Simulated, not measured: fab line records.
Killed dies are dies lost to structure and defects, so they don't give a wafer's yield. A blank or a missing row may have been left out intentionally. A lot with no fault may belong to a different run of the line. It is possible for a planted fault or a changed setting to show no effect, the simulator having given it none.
The tool behind it: which one?	flow n5 finfet	15 lots, 45 wafers sampled, at 4 steps of a route of 1938

== WHAT THE GAUGES SHOWED, per wafer ==
The record lacks any reading of a measuring or inspecting step that a usual standard deviation could be used to judge.

== EACH LOT AND THE TOOL THAT RAN IT (in order: tool; ch and the chambers of the sampled wafers; start) ==
lot	N5_BEOL_M4_ANNEAL_89	N5_BEOL_M4_ANNEAL_95	N5_BEOL_M5_EXPOSE_08	N5_BEOL_M5_ETCH_72
L552	pvd sputter-01, day 8 06:52	pvd sputter-01, day 8 07:31	euv scanner-02 ch 0, day 8 11:56	rie diel-06 ch 0,2, day 8 12:13
L551	pvd sputter-02, day 8 10:02	pvd sputter-02, day 8 10:41	euv scanner-01 ch 0, day 8 14:35	rie diel-05 ch 1,3, day 8 14:52
L553	pvd sputter-03, day 8 11:43	pvd sputter-03, day 8 12:23	euv scanner-02 ch 0, day 8 15:56	rie diel-03 ch 0,1,2, day 8 16:14
L554	pvd sputter-03, day 8 21:02	pvd sputter-03, day 8 21:42	euv scanner-01 ch 0, day 9 02:55	rie diel-05 ch 1,2,3, day 9 03:11
L557	pvd sputter-02, day 9 20:23	pvd sputter-02, day 9 21:03	euv scanner-01 ch 0, day 10 01:01	rie diel-03 ch 0,1, day 10 01:19
L559	pvd sputter-03, day 9 20:26	pvd sputter-03, day 9 21:05	euv scanner-02 ch 0, day 10 01:22	rie diel-05 ch 0,1, day 10 01:38
L558	pvd sputter-02, day 9 22:20	pvd sputter-02, day 9 22:59	euv scanner-02, day 10 05:48	rie diel-05 ch 0,1, day 10 06:10
L560	pvd sputter-02, day 10 00:13	pvd sputter-02, day 10 00:52	euv scanner-01, day 10 06:17	rie diel-05 ch 0,1, day 10 06:46
L561	pvd sputter-02, day 10 02:49	pvd sputter-02, day 10 03:29	euv scanner-01, day 10 11:32	rie diel-03 ch 0,1, day 10 12:43
L562	pvd sputter-03, day 10 15:10	pvd sputter-03, day 10 15:50	euv scanner-01 ch 0, day 10 19:57	rie diel-05 ch 1,2, day 10 20:14
L566	pvd sputter-01, day 11 18:02	pvd sputter-01, day 11 18:42	euv scanner-02 ch 0, day 12 00:53	rie diel-06 ch 1,2,3, day 12 01:15
L568	pvd sputter-02, day 12 07:27	pvd sputter-02, day 12 08:07	euv scanner-02 ch 0, day 12 11:35	rie diel-06 ch 0,2,3, day 12 11:52
L569	pvd sputter-03, day 12 12:55	pvd sputter-03, day 12 13:35	euv scanner-01 ch 0, day 12 18:16	rie diel-03 ch 0,1,2, day 12 18:34
L572	pvd sputter-02, day 13 03:19	pvd sputter-02, day 13 03:59	euv scanner-01 ch 0, day 13 08:27	rie diel-03 ch 0,1,2, day 13 08:44
L573	pvd sputter-03, day 13 15:28	pvd sputter-03, day 13 16:07	euv scanner-02 ch 0, day 13 21:34	rie diel-06 ch 0,1,3, day 13 22:16
- N5_BEOL_M4_ANNEAL_89: time 240 s.
- N5_BEOL_M4_ANNEAL_95: time 240 s.
- N5_BEOL_M5_EXPOSE_08: exposes mask M5, target cd 28 nm.
- N5_BEOL_M5_ETCH_72: etches underlayer in N2/H2, target depth 6.5 nm, time 5.2 s.

== AS READ BY THE TOOLS THEMSELVES (means over the sampled wafers that have a number; for cases with no such wafer, the mark the record gives instead) ==
N5_BEOL_M4_ANNEAL_89. Usual: heater power w reads 839 W (standard deviation 76).
lot	tool	heater power w (W)	flag
L552	pvd sputter-01	796	
L551	pvd sputter-02	800	
L553	pvd sputter-03	857	
L554	pvd sputter-03	846	
L557	pvd sputter-02	880	
L559	pvd sputter-03	823	
L558	pvd sputter-02	825	
L560	pvd sputter-02	880	
L561	pvd sputter-02	945	
L562	pvd sputter-03	767	
L566	pvd sputter-01	836	
L568	pvd sputter-02	932	
L569	pvd sputter-03	807	
L572	pvd sputter-02	877	
L573	pvd sputter-03	815	

N5_BEOL_M4_ANNEAL_95. Usual: heater power w reads 841 W (standard deviation 76).
lot	tool	heater power w (W)	flag
L552	pvd sputter-01	796	
L551	pvd sputter-02	813	
L553	pvd sputter-03	850	
L554	pvd sputter-03	857	
L557	pvd sputter-02	897	
L559	pvd sputter-03	810	
L558	pvd sputter-02	834	
L560	pvd sputter-02	884	
L561	pvd sputter-02	946	
L562	pvd sputter-03	759	
L566	pvd sputter-01	823	
L568	pvd sputter-02	910	
L569	pvd sputter-03	819	
L572	pvd sputter-02	866	
L573	pvd sputter-03	800	

N5_BEOL_M5_EXPOSE_08. Usual: exposure dose mJ cm2 35.63, standard deviation 0.039; focus offset nm -0.1 nm, standard deviation 0.53.
lot	tool	exposure dose mJ cm2	focus offset nm (nm)	flag
L552	euv scanner-02	35.67	-0.7	
L551	euv scanner-01	35.67	0.5	
L553	euv scanner-02	35.65	0.0	
L554	euv scanner-01	35.62	-0.4	
L557	euv scanner-01	35.64	0.4	
L559	euv scanner-02	35.65	0.1	
L558	euv scanner-02	-	-	OFF
L560	euv scanner-01	-	-	OFF
L561	euv scanner-01	-	-	OFF
L562	euv scanner-01	35.65	0.2	
L566	euv scanner-02	35.61	0.3	
L568	euv scanner-02	35.65	0.1	
L569	euv scanner-01	35.63	-0.9	
L572	euv scanner-01	35.61	0.1	
L573	euv scanner-02	35.69	-0.8	

N5_BEOL_M5_ETCH_72. Usual: drypump motor current A 5.42 A, standard deviation 0.29; etch rf on time s 5.15 s, standard deviation 0.11; oes product au 0.69 a.u., standard deviation 0.091; rf vpp V 524.5 V, standard deviation 2.2; showerhead plenum p Torr 2.57 Torr, standard deviation 0.062; throttle valve pct 17.9 %, standard deviation 0.32.
lot	tool	drypump motor current A (A)	etch rf on time s (s)	oes product au (a.u.)	rf vpp V (V)	showerhead plenum p Torr (Torr)	throttle valve pct (%)	flag
L552	rie diel-06	5.63	5.10	0.63	523.5	2.59	18.3	
L551	rie diel-05	5.37	5.12	0.69	523.4	2.52	17.8	
L553	rie diel-03	5.50	5.24	0.63	524.3	2.57	17.7	
L554	rie diel-05	5.49	5.06	0.74	524.4	2.54	17.7	
L557	rie diel-03	5.72	5.27	0.63	524.8	2.56	17.6	
L559	rie diel-05	5.15	5.13	0.82	524.5	2.58	17.7	
L558	rie diel-05	5.18	5.14	0.82	525.0	2.58	17.7	
L560	rie diel-05	5.19	5.09	0.82	524.4	2.58	17.7	
L561	rie diel-03	5.51	5.30	0.66	525.2	2.62	17.6	
L562	rie diel-05	5.61	5.00	0.79	524.3	2.56	17.6	
L566	rie diel-06	5.55	5.14	0.67	523.4	2.56	18.1	
L568	rie diel-06	5.45	5.11	0.61	524.1	2.58	18.2	
L569	rie diel-03	5.51	5.30	0.68	524.4	2.55	17.7	
L572	rie diel-03	5.47	5.30	0.68	524.2	2.55	17.7	
L573	rie diel-06	5.28	5.08	0.66	524.5	2.59	17.9	

== THE ANSWER, worked out from the rows above alone ==
Rule: take the mean of a lot's wafers that have a number; if it is more than 3 standard deviations from the usual mean, the lot is off. Also off: a lot with no number at a reading for which 4 or more lots have one. All remaining lots with rows at the step are treated as sound. The gauges are gone through in route order, then the tools' own readings, and for those a lot's mean is taken as printed above. At the first step where some lot is off, the reading lying furthest off is the one used; lots without a number count as furthest.
Off, at N5_BEOL_M5_EXPOSE_08 on exposure dose mJ cm2: L558, L560, L561. Without a number there: L558, L560, L561.
A tool fits if, at that step or a process step before it, it ran every lot that is off, and no sound lot after the first of them. No candidate that was tried fits.

== WHAT WAS PUT IN BY THE SIMULATOR ==
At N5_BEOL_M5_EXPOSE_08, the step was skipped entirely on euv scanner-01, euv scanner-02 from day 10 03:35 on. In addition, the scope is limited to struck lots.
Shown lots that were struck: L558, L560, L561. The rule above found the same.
